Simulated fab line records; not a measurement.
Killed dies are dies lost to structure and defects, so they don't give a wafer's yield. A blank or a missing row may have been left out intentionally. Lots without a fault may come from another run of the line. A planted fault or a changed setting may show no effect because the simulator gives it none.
fab line records	flow n5-finfet
[record] lots = 10	wafers = 29	last-day = 24
route steps=1938 shown SDB@376 DUMMY_REMOVAL@381 HKMG_FIN@389 BEOL_M4@1111 PASSIVATION@1936
lots that met no fault: taken from a fault-free run of the same line
start-h: the number of hours between the record's first day and the start of the first shown wafer of the lot	wait-h: hours from the lot's prior step to this one	" the same as in the row above	L1.1+2: several wafers, shown together as one row	- either no value or no given start	* or withheld: withheld	< > ~ a bound
route shown NAME@n: a module of which the file shows steps, and the number in the route of the first	usual: mean and standard deviation over wafers with no fault	same: alike in all rows	chamber/n: place in a boat	sites: the reading at each site	_std_site: standard deviation of those values	_edge_site: outer sites' mean less inner sites'	radius-mm: for every site, how far away it sits from the centre of the wafer	mask NAME#n: copy n	behind: the tool/chamber that last shaped the wafer	hold: why the lot went on hold/how many hours it stayed there/how the hold came to an end	device: transistor that didn't switch, given as n, p or np	end of line: the tests these same wafers got at the end of their route	where a step has no rows: the recipe by itself	killed: at the first sort, the dies lost to defects and structure; wafer yield is something else	map: dies across one wafer; x = killed, . = not, _ = none there
set.NAME: the run value of the setting; set.NAME@STEP: its run value at that earlier step	model.NAME: the simulator's own value behind a step, which no gauge read
steps of the route over a sample of lots; a table a step, a row a wafer
services: from which hour (start-h, from the record's first day; less than 0 if before it) a tool's chamber was out of use, for how many hours, and why
[[steps]]
[step N5_SDB_INSPECT_36]
[recipe] inspect-instrument = darkfield	mode = post-cmp
[usual] raw-defect-count = 37/16
lot.wafer	tool	chamber	start-h	wait-h	raw-defect-count
L725.2	defect-inspect-02	-	93.48	0.0	33
L725.4	"	-	"	"	54
L725.6	"	-	"	"	42
L726.1	defect-inspect-01	-	100.17	0.0	34
L726.2	"	-	"	"	28
L726.3	"	-	"	"	59
L727.1	defect-inspect-01	-	104.50	0.0	35
L727.5	"	-	"	"	23
L727.6	"	-	"	"	18
L728.2	defect-inspect-02	-	112.08	0.0	25
L728.3	"	-	"	"	34
L728.5	"	-	"	"	62
L729.1	defect-inspect-01	-	117.01	0.0	45
L729.5	"	-	"	"	43
L729.6	"	-	"	"	27
L731.1	defect-inspect-01	-	130.53	0.0	16
L731.2	"	-	"	"	17
L731.3	"	-	"	"	36
L739.2	defect-inspect-01	-	187.37	0.0	40
L739.3	"	-	"	"	42
L739.4	"	-	"	"	17
L741.3	defect-inspect-01	-	194.02	0.0	29
L741.4	"	-	"	"	24
L741.6	"	-	"	"	17
L742.4	defect-inspect-01	-	197.13	0.0	113
L742.5	"	-	"	"	54
L742.6	"	-	"	"	27
L744.1	defect-inspect-01	-	213.99	0.0	40
L744.6	"	-	"	"	40
[step N5_DUMMY_REMOVAL_INSPECT_06]
[recipe] inspect-instrument = brightfield	mode = aei
[usual] raw-defect-count = 12/6
lot.wafer	tool	chamber	start-h	wait-h	raw-defect-count
L725.2	defect-inspect-02	-	93.71	0.0	18
L725.4	"	-	"	"	7
L725.6	"	-	"	"	7
L726.1	defect-inspect-01	-	100.40	0.0	20
L726.2	"	-	"	"	13
L726.3	"	-	"	"	24
L727.1	defect-inspect-02	-	104.74	0.0	17
L727.5	"	-	"	"	6
L727.6	"	-	"	"	8
L728.2	defect-inspect-01	-	112.36	0.0	10
L728.3	"	-	"	"	17
L728.5	"	-	"	"	21
L729.1	defect-inspect-02	-	117.25	0.0	7
L729.5	"	-	"	"	11
L729.6	"	-	"	"	2
L731.1	defect-inspect-01	-	130.76	0.0	10
L731.2	"	-	"	"	6
L731.3	"	-	"	"	15
L739.2	defect-inspect-01	-	188.16	0.0	10
L739.3	"	-	"	"	14
L739.4	"	-	"	"	12
L741.3	defect-inspect-01	-	194.26	0.0	11
L741.4	"	-	"	"	20
L741.6	"	-	"	"	8
L742.4	defect-inspect-02	-	197.77	0.0	10
L742.5	"	-	"	"	19
L742.6	"	-	"	"	6
L744.1	defect-inspect-02	-	214.66	0.0	8
L744.6	"	-	"	"	15
[step N5_HKMG_FIN_ALD_75]
[recipe] material = Al2O3	target-thk-a = 10	temp-c = 150	ald-precursor-family = TMA	ald-co-reactant = H2O	pulse-time-s = withheld	co-reactant-pulse-time-s = 1
[usual] heater-power-w = 143/16	precursor-pulse-height-rel = 1.000/0.021
lot.wafer	tool	chamber	start-h	wait-h	heater-power-w	precursor-pulse-height-rel
L725.2	ald-hk-02	2	94.56	0.0	167	0.992
L725.4	"	3	"	"	130	1.003
L725.6	"	2	"	"	162	0.979
L726.1	ald-hk-03	0	101.25	0.0	174	1.036
L726.2	"	3	"	"	139	0.996
L726.3	"	2	"	"	130	0.986
L727.1	ald-hk-01	3	105.84	0.0	165	1.003
L727.5	"	1	"	"	144	1.025
L727.6	"	0	"	"	128	0.997
L728.2	ald-hk-01	1	113.23	0.0	142	1.008
L728.3	"	3	"	"	165	0.992
L728.5	"	2	"	"	125	0.980
L729.1	ald-hk-02	0	118.14	0.0	147	0.977
L729.5	"	3	"	"	127	1.044
L729.6	"	0	"	"	143	0.998
L731.1	ald-hk-01	2	131.67	0.0	127	1.006
L731.2	"	0	"	"	133	1.014
L731.3	"	1	"	"	135	1.005
L739.2	ald-hk-02	3	189.02	0.0	131	0.986
L739.3	"	2	"	"	164	0.988
L739.4	"	0	"	"	144	1.025
L741.3	ald-hk-02	3	195.10	0.0	131	0.989
L741.4	"	0	"	"	145	1.075
L741.6	"	0	"	"	148	0.991
L742.4	ald-hk-02	0	199.48	0.0	145	1.016
L742.5	"	0	"	"	144	0.979
L742.6	"	1	"	"	137	1.000
L744.1	ald-hk-03	2	215.70	0.0	132	1.019
L744.6	"	0	"	"	174	0.966
[step N5_HKMG_FIN_CD_MEAS_49]
[recipe] target-cd-nm = 202	landing-energy-ev = 500	detector = se-inlens	polarity = opening
[usual] cd-nm = 202.2/0.73
lot.wafer	tool	chamber	start-h	wait-h	cd-nm
L725.2	cd-sem-01	0	94.90	-	201.7
L725.4	"	0	"	"	201.5
L725.6	"	0	"	"	200.9
L726.1	cd-sem-02	0	101.72	-	201.8
L726.2	"	0	"	"	202.5
L726.3	"	0	"	"	203.0
L727.1	cd-sem-02	0	106.18	-	202.5
L727.5	"	0	"	"	203.1
L727.6	"	0	"	"	202.4
L728.2	cd-sem-02	0	113.57	-	202.4
L728.3	"	0	"	"	202.3
L728.5	"	0	"	"	203.3
L729.1	cd-sem-02	0	118.61	-	200.3
L729.5	"	0	"	"	201.2
L729.6	"	0	"	"	200.4
L731.1	cd-sem-02	0	132.14	-	202.6
L731.2	"	0	"	"	203.0
L731.3	"	0	"	"	203.4
L739.2	cd-sem-02	0	189.36	-	202.0
L739.3	"	0	"	"	202.2
L739.4	"	0	"	"	201.2
L741.3	cd-sem-02	0	195.56	-	201.3
L741.4	"	0	"	"	201.5
L741.6	"	0	"	"	202.1
L742.4	cd-sem-01	0	199.95	-	202.6
L742.5	"	0	"	"	202.0
L742.6	"	0	"	"	202.5
L744.1	cd-sem-01	0	216.04	-	202.8
L744.6	"	0	"	"	201.6
[step N5_HKMG_FIN_INSPECT_61]
[recipe] mode = adi	inspect-instrument = macro
[usual] raw-defect-count = 2.0/1.6
lot.wafer	tool	chamber	start-h	wait-h	raw-defect-count
L725.2	defect-inspect-02	-	94.95	0.0	1
L725.4	"	-	"	"	1
L725.6	"	-	"	"	4
L726.1	defect-inspect-02	-	101.77	0.0	1
L726.2	"	-	"	"	1
L726.3	"	-	"	"	4
L727.1	defect-inspect-02	-	106.23	0.0	1
L727.5	"	-	"	"	1
L727.6	"	-	"	"	1
L728.2	defect-inspect-02	-	113.63	0.0	3
L728.3	"	-	"	"	4
L728.5	"	-	"	"	1
L729.1	defect-inspect-02	-	118.66	0.0	3
L729.5	"	-	"	"	2
L729.6	"	-	"	"	2
L731.1	defect-inspect-02	-	132.19	0.0	4
L731.2	"	-	"	"	1
L731.3	"	-	"	"	1
L739.2	defect-inspect-01	-	189.41	0.0	0
L739.3	"	-	"	"	1
L739.4	"	-	"	"	2
L741.3	defect-inspect-02	-	195.62	0.0	296
L741.4	"	-	"	"	>300
L741.6	"	-	"	"	299
L742.4	defect-inspect-02	-	200.00	0.0	>300
L742.5	"	-	"	"	287
L742.6	"	-	"	"	>300
L744.1	defect-inspect-02	-	216.10	0.0	2
L744.6	"	-	"	"	1
[step N5_BEOL_M4_RC_MEAS_101]
[usual] DIBL_N = 35.8/1.6	DIBL_P = 35.6/2	IOFF_N = 0.15/0.031	IOFF_P = 0.20/0.033	ION_N = 668/12	ION_P = 459/6.8	SS_N = 71.4/0.53	SS_P = 73.1/0.63	VT_N = 250/3.5	VT_P = -251/3
lot.wafer	tool	chamber	start-h	wait-h	DIBL_N[mV/V]	DIBL_P[mV/V]	IOFF_N[nA/um]	IOFF_P[nA/um]	ION_N[uA/um]	ION_P[uA/um]	SS_N[mV/dec]	SS_P[mV/dec]	VT_N[mV]	VT_P[mV]
L725.2	prober-01	0	316.64	0.2	33.3	32.8	0.11	0.16	662	455	71.1	72.4	254	-253
L725.4	"	0	"	"	34.9	34.0	0.13	0.17	662	452	71.9	72.8	253	-253
L725.6	"	0	"	"	34.7	33.7	0.12	0.18	667	458	71.4	73.2	253	-254
L731.1	prober-01	0	332.49	0.0	34.4	34.3	0.13	0.19	660	462	70.7	73.0	252	-249
L731.2	"	0	"	"	33.6	33.3	0.11	0.17	649	458	70.8	72.6	255	-253
L731.3	"	0	"	"	34.4	34.1	0.13	0.18	650	454	70.7	72.7	252	-253
L726.1	prober-01	0	353.06	0.0	35.7	34.5	0.15	0.21	672	464	71.4	72.7	247	-250
L726.2	"	0	"	"	34.6	32.7	0.13	0.18	667	461	71.2	72.6	252	-251
L726.3	"	0	"	"	37.6	36.9	0.18	0.25	672	468	71.8	73.6	249	-246
L727.1	prober-02	0	360.48	0.0	36.1	32.6	0.14	0.18	660	455	72.3	73.0	251	-251
L727.5	"	0	"	"	38.3	34.5	0.16	0.21	658	450	72.0	73.9	249	-250
L727.6	"	0	"	"	38.4	35.5	0.17	0.22	670	461	72.3	73.8	246	-249
L728.2	prober-01	0	387.70	0.2	34.6	34.7	0.12	0.17	643	449	70.8	71.9	258	-252
L728.3	"	0	"	"	34.2	34.0	0.12	0.17	657	455	70.2	72.0	255	-253
L728.5	"	0	"	"	33.9	34.0	0.12	0.17	644	451	70.4	72.1	256	-254
L729.1	prober-01	0	390.94	0.0	36.9	37.6	0.16	0.21	680	470	71.3	73.9	251	-251
L729.5	"	0	"	"	35.9	36.5	0.14	0.19	666	454	71.4	73.9	252	-253
L729.6	"	0	"	"	35.8	36.0	0.15	0.19	677	464	71.4	73.5	252	-252
L739.2	prober-02	0	435.75	0.2	34.3	35.4	0.14	0.18	674	463	70.5	72.9	250	-254
L739.3	"	0	"	"	36.0	37.6	0.17	0.20	679	462	71.3	73.1	246	-251
L739.4	"	0	"	"	39.0	40.7	0.25	0.27	691	467	72.0	73.1	243	-249
L742.4	prober-01	0	436.59	0.5	37.5	36.4	0.16	0.21	662	455	71.3	73.1	249	-249
L742.5	"	0	"	"	35.8	35.5	0.14	0.20	659	462	70.8	73.3	252	-251
L742.6	"	0	"	"	38.9	38.6	0.19	0.24	670	460	71.8	73.6	248	-247
L741.3	prober-01	0	460.24	0.3	38.2	37.8	0.17	0.23	669	455	72.1	73.5	249	-248
L741.4	"	0	"	"	37.8	36.4	0.16	0.20	659	456	72.2	74.3	248	-253
L741.6	"	0	"	"	35.0	33.0	0.11	0.16	663	457	71.0	72.4	254	-254
L744.1	prober-01	0	468.03	0.0	38.3	39.7	0.23	0.28	708	480	71.9	73.8	243	-245
L744.6	"	0	"	"	38.3	39.2	0.22	0.27	685	465	71.4	74.4	244	-244
[step N5_PASSIVATION_PROBE_49]
[usual] defect-limited-yield = 90.7/1.5	killed_at_M0_to_M3 = 38/11	killed_at_M4_up = 15/5.5	killed-at-contacts = 12/6	killed-at-front-end = 41/11	killed-at-other = 3.5/2.7	killed-dies = 110/18	killed-on-rim = 15/3.6	killed-open = 72/13	killed-short = 35/8.7	sort_bin_5_function = 5.5/1.1	sort_bin_6_memory = 3.4/0.63	sort-n-pass = 1070/18	sort-yield-pct = 90.7/1.5
[same] gross-dies = 1180	killed-at-back-side = 0	sort_bin_4_leakage[%] = 0	sort_bin_8_speed[%] = 0
lot.wafer	tool	chamber	start-h	wait-h	defect-limited-yield[%]	killed_at_M0_to_M3	killed_at_M4_up	killed-at-contacts	killed-at-front-end	killed-at-other	killed-dies	killed-on-rim	killed-open	killed-short	sort_bin_5_function[%]	sort_bin_6_memory[%]	sort-n-pass	sort-yield-pct[%]
L725.2	prober-02	-	423.43	0.1	91.8	29	19	12	37	0	97	18	62	34	5.3	2.7	1083	91.8
L725.4	prober-02	-	423.53	0.2	93.0	34	16	3	22	8	83	10	56	26	4.9	1.9	1097	93.0
L725.6	prober-02	-	423.63	0.3	93.8	16	16	14	23	4	73	8	54	18	2.9	2.9	1107	93.8
L726.1	prober-01	-	463.22	0.0	90.8	33	15	9	49	3	109	10	78	31	5.8	3.3	1071	90.8
L726.2	prober-01	-	463.27	0.1	91.5	26	12	14	45	3	100	16	61	39	5.1	2.9	1080	91.5
L726.3	prober-01	-	463.32	0.1	92.2	28	21	5	36	2	92	12	65	25	4.4	3.1	1088	92.2
L727.1	prober-02	-	474.68	0.0	89.3	49	14	20	37	6	126	13	78	46	6.2	3.9	1054	89.3
L727.5	prober-02	-	474.88	0.2	90.6	49	16	7	32	7	111	14	74	34	5.9	3.3	1069	90.6
L727.6	prober-02	-	474.93	0.3	88.3	42	18	25	49	4	138	14	83	55	7.4	3.7	1042	88.3
L728.2	prober-02	-	507.30	0.1	93.2	30	13	6	30	1	80	8	52	27	3.4	3.2	1100	93.2
L728.3	prober-02	-	507.35	0.1	91.1	33	20	6	45	1	105	15	64	37	4.9	3.5	1075	91.1
L728.5	prober-02	-	507.45	0.2	89.5	34	33	8	49	0	124	15	70	48	6.2	3.3	1056	89.5
L739.2	prober-02	-	546.24	0.1	89.5	30	16	19	57	2	124	20	98	25	6.8	3.6	1056	89.5
L739.3	prober-02	-	546.29	0.1	91.4	38	7	23	31	2	101	12	71	30	4.9	3.4	1079	91.4
L739.4	prober-02	-	546.34	0.2	89.2	35	20	14	56	3	128	16	100	27	6.9	3.6	1052	89.2
L742.4	prober-01	-	550.42	0.2	85.8	37	9	8	104	9	167	31	54	38	8.6	3.6	1013	85.8
L742.5	prober-01	-	550.47	0.2	86.1	34	18	8	97	7	164	29	60	35	8.2	4.0	1016	86.1
L742.6	prober-01	-	550.52	0.3	87.5	34	19	14	75	5	147	29	64	31	7.8	3.6	1033	87.5
L741.3	prober-01	-	564.50	0.1	82.5	21	14	23	146	3	207	20	65	42	10.5	5.5	973	82.5
L741.4	prober-01	-	564.55	0.2	86.9	23	15	15	96	6	155	27	68	29	8.5	3.9	1025	86.9
L741.6	prober-01	-	564.65	0.3	87.0	23	17	12	92	9	153	30	53	36	8.0	3.3	1027	87.0
// killed by level:class
L725.2 BEOL_M0_SAQP:geometric-particle:short=11 MOL_CONTACT_COAG:geometric-particle:open=10 BEOL_M0_SAQP:geometric-particle:open=7 BEOL_M4:geometric-particle:open=7 FIN_SAQP:geometric-particle:open=6 FIN_SAQP:geometric-particle:short=6 BEOL_M2:geometric-particle:open=5 BEOL_M5:geometric-particle:open=5
L725.4 BEOL_M5:geometric-particle:open=7 BEOL_M0_SAQP:geometric-particle:open=6 BEOL_M0_SAQP:geometric-particle:short=6 BEOL_M3:geometric-particle:open=6 BEOL_M2:geometric-particle:open=5 FIN_SAQP:geometric-particle:short=4 GATE_CUT:geometric-particle:short=4 STARTING-WAFER:geometric-particle:open=4
L725.6 MOL_CONTACT_COAG:geometric-particle:open=12 BEOL_M4:geometric-particle:open=7 STI_FIN_REVEAL:geometric-particle:open=5 BEOL_M0_SAQP:geometric-particle:short=5 FIN_SAQP:geometric-particle:short=4 BEOL_M7:geometric-particle:open=4 STARTING-WAFER:geometric-particle:open=4 PAD_METAL:geometric-particle:open=3
L726.1 STI_FIN_REVEAL:geometric-particle:open=10 FIN_SAQP:geometric-particle:open=9 BEOL_M4:geometric-particle:open=9 MOL_CONTACT_COAG:geometric-particle:open=8 BEOL_M1:geometric-particle:open=8 FIN_SAQP:geometric-particle:short=7 BEOL_M0_SAQP:geometric-particle:open=7 BEOL_M0_SAQP:geometric-particle:short=7
L726.2 FIN_SAQP:geometric-particle:short=13 STI_FIN_REVEAL:geometric-particle:open=13 MOL_CONTACT_COAG:geometric-particle:open=10 BEOL_M0_SAQP:geometric-particle:open=7 BEOL_M0_SAQP:geometric-particle:short=7 BEOL_M1:geometric-particle:open=7 BEOL_M4:geometric-particle:open=5 FIN_SAQP:geometric-particle:open=4
L726.3 STI_FIN_REVEAL:geometric-particle:open=11 BEOL_M4:geometric-particle:open=11 BEOL_M0_SAQP:geometric-particle:open=6 FIN_SAQP:geometric-particle:open=5 DUMMY_GATE:geometric-particle:open=5 BEOL_M0_SAQP:geometric-particle:short=5 STI_FIN_REVEAL:geometric-particle:short=4 MOL_CONTACT_COAG:geometric-particle:open=4
L727.1 MOL_CONTACT_COAG:geometric-particle:open=16 BEOL_M0_SAQP:geometric-particle:open=16 FIN_SAQP:geometric-particle:short=10 DUMMY_GATE:geometric-particle:open=9 BEOL_M0_SAQP:geometric-particle:short=9 BEOL_M2:geometric-particle:open=7 BEOL_M1:geometric-particle:short=5 GATE_CUT:geometric-particle:short=4
L727.5 BEOL_M0_SAQP:geometric-particle:open=13 BEOL_M0_SAQP:geometric-particle:short=10 FIN_SAQP:geometric-particle:open=9 MOL_CONTACT_COAG:geometric-particle:open=7 BEOL_M1:geometric-particle:open=7 BEOL_M4:geometric-particle:open=7 STI_FIN_REVEAL:geometric-particle:open=6 BEOL_M2:geometric-particle:open=5
L727.6 MOL_CONTACT_COAG:geometric-particle:open=20 FIN_SAQP:geometric-particle:short=13 FIN_SAQP:geometric-particle:open=10 BEOL_M2:geometric-particle:open=8 BEOL_M0_SAQP:geometric-particle:short=8 GATE_CUT:geometric-particle:short=6 BEOL_M4:geometric-particle:open=6 BEOL_M2:geometric-particle:short=6
L728.2 BEOL_M2:geometric-particle:open=10 FIN_SAQP:geometric-particle:short=9 BEOL_M4:geometric-particle:open=8 MOL_CONTACT_COAG:geometric-particle:open=6 FIN_SAQP:geometric-particle:open=5 GATE_CUT:geometric-particle:open=5 BEOL_M3:geometric-particle:open=5 BEOL_M1:geometric-particle:open=4
L728.3 FIN_SAQP:geometric-particle:open=9 BEOL_M4:geometric-particle:open=9 FIN_SAQP:geometric-particle:short=8 BEOL_M1:geometric-particle:open=8 BEOL_M3:geometric-particle:open=6 MOL_CONTACT_COAG:geometric-particle:open=5 BEOL_M2:geometric-particle:open=5 STI_FIN_REVEAL:geometric-particle:open=4
L728.5 BEOL_M4:geometric-particle:open=16 GATE_CUT:geometric-particle:short=14 BEOL_M1:geometric-particle:open=11 FIN_SAQP:geometric-particle:open=7 MOL_CONTACT_COAG:geometric-particle:open=7 BEOL_M4:geometric-particle:short=6 BEOL_M2:geometric-particle:open=5 BEOL_M3:geometric-particle:open=5
L739.2 STI_FIN_REVEAL:geometric-particle:open=23 MOL_CONTACT_COAG:geometric-particle:open=18 FIN_SAQP:geometric-particle:open=8 FIN_SAQP:geometric-particle:short=7 BEOL_M4:geometric-particle:open=7 BEOL_M0_SAQP:geometric-particle:open=6 BEOL_M3:geometric-particle:open=5 BEOL_M1:geometric-particle:open=5
L739.3 MOL_CONTACT_COAG:geometric-particle:open=19 BEOL_M3:geometric-particle:open=14 BEOL_M0_SAQP:geometric-particle:open=9 STI_FIN_REVEAL:geometric-particle:open=6 BEOL_M0_SAQP:geometric-particle:short=6 ILD0:geometric-particle:short=5 ILD0:geometric-particle:open=4 GATE_CUT:geometric-particle:short=4
L739.4 STI_FIN_REVEAL:geometric-particle:open=22 MOL_CONTACT_COAG:geometric-particle:open=14 FIN_SAQP:geometric-particle:open=9 BEOL_M0_SAQP:geometric-particle:open=9 BEOL_M3:geometric-particle:open=9 BEOL_M4:geometric-particle:open=9 GATE_CUT:geometric-particle:open=5 STI_FIN_REVEAL:geometric-particle:short=4
L742.4 HKMG_FIN:unspecified=69 BEOL_M0_SAQP:geometric-particle:open=11 BEOL_M0_SAQP:geometric-particle:short=11 GATE_CUT:geometric-particle:short=8 BEOL_M2:geometric-particle:open=8 MOL_CONTACT_COAG:geometric-particle:open=6 STI_FIN_REVEAL:geometric-particle:open=4 DUMMY_GATE:geometric-particle:short=4
L742.5 HKMG_FIN:unspecified=63 BEOL_M0_SAQP:geometric-particle:short=10 STI_FIN_REVEAL:geometric-particle:open=9 BEOL_M4:geometric-particle:open=9 BEOL_M0_SAQP:geometric-particle:open=7 BEOL_M2:geometric-particle:open=7 BEOL_M3:geometric-particle:open=6 FIN_SAQP:geometric-particle:open=5
L742.6 HKMG_FIN:unspecified=50 MOL_CONTACT_COAG:geometric-particle:open=13 BEOL_M0_SAQP:geometric-particle:short=10 BEOL_M4:geometric-particle:open=10 BEOL_M2:geometric-particle:open=8 FIN_SAQP:geometric-particle:open=7 GATE_CUT:geometric-particle:short=5 BEOL_M0_SAQP:geometric-particle:open=5
L741.3 HKMG_FIN:unspecified=98 MOL_CONTACT_COAG:geometric-particle:open=17 FIN_SAQP:geometric-particle:short=13 FIN_SAQP:geometric-particle:open=8 MOL_CONTACT_COAG:geometric-particle:short=6 BEOL_M2:geometric-particle:open=6 STI_FIN_REVEAL:geometric-particle:open=5 GATE_CUT:geometric-particle:short=5
L741.4 HKMG_FIN:unspecified=58 MOL_CONTACT_COAG:geometric-particle:open=13 STI_FIN_REVEAL:geometric-particle:open=10 FIN_SAQP:geometric-particle:open=8 BEOL_M0_SAQP:geometric-particle:short=7 BEOL_M0_SAQP:geometric-particle:open=6 BEOL_M4:geometric-particle:open=6 FIN_SAQP:geometric-particle:short=5
L741.6 HKMG_FIN:unspecified=64 MOL_CONTACT_COAG:geometric-particle:open=10 GATE_CUT:geometric-particle:open=6 FIN_SAQP:geometric-particle:short=5 BEOL_M3:geometric-particle:open=5 BEOL_M0_SAQP:geometric-particle:short=5 BEOL_M5:geometric-particle:open=5 STI_FIN_REVEAL:geometric-particle:open=4
[[services]]
tool	chamber	start-h	hours	kind
ald-hk-03	-	131.08	6.0	pm
ald-hk-01	-	201.25	0.6	repair
[[key]]
[first-sign] step = N5_HKMG_FIN_INSPECT_61	reading = raw-defect-count	direction = up	sigmas = 99+	usual = 2.0	struck = >297
[effect] step = N5_PASSIVATION_PROBE_49	reading = killed-at-front-end	direction = up	sigmas = 5.6	usual = 41	struck = 102
[more-kills-born-at] N5_HKMG_FIN_ALD_75@ald-hk-02 = 402
met-at N5_HKMG_FIN_ALD_75
struck-lots L741,L742
not-acting-at N5_SDB_INSPECT_36,N5_DUMMY_REMOVAL_INSPECT_06,N5_HKMG_FIN_CD_MEAS_49
onset-between 189.02 195.10
[fault] kind = chamber-particle-source	tool = ald-hk-02	chamber = -	onset-h = 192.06	steps = N5_HKMG_FIN_ALD_75	rate-per-visit-cm2 = 0.44922	end-h = 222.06
